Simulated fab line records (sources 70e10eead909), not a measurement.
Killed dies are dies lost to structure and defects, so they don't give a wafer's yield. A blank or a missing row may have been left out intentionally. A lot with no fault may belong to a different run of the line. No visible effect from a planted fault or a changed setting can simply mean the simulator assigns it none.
Chamber matching -- flow nand harc -- NHARC_P_BONDPAD_ACTIVATE_29 on rie diel-13 has 4 sister chambers
The step chemistry N2, time 60 s. 8 wafers are shown with their chamber, then 7 later ones without.

WAFERS WITH THEIR CHAMBER
wafer,chamber,drypump motor current A (A),rf vpp V (V)
L081.6,2,5.8,64.1
L082.1,3,5.8,65.2
L082.4,2,5.8,63.8
L087.2,0,5.2,63.8
L087.4,1,5.4,61.6
L087.5,0,5.2,63.6
L089.1,1,5.5,63.4
L089.2,3,5.7,65.2

WAFERS MISSING THEIR CHAMBER
wafer,drypump motor current A (A),rf vpp V (V)
L089.3,5.1,63.8
L092.1,5.4,64.0
L092.3,5.8,65.0
L092.6,5.4,62.9
L093.3,5.1,64.1
L093.5,5.2,64.4
L093.6,5.4,63.5

THE CHAMBER EACH PASSED THROUGH
wafer,from the rows above,in truth
L089.3,0,0
L092.1,can't be placed: 1 or 0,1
L092.3,can't be placed: 3 or 2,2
L092.6,1,1
L093.3,0,0
L093.5,0,0
L093.6,1,1
5 of 7 placed correctly. Cannot be placed on the basis of these rows: 2; the candidates contain the true chamber in 2. Wrongly placed: 0.
How it was worked out, from the rows above alone: a wafer's distance from a chamber is the root of the sum, over the readings, of the square of ((its reading less the chamber's mean) divided by the reading's scatter). If the next closest chamber is less than 2 further off than the closest, the wafer can't be placed; otherwise it belongs to the closest. The mean given for a chamber averages the wafers shown for that chamber. The scatter: the root of (the sum of the squares of (reading less its chamber's mean) over the shown wafers, divided by (wafers less chambers)).
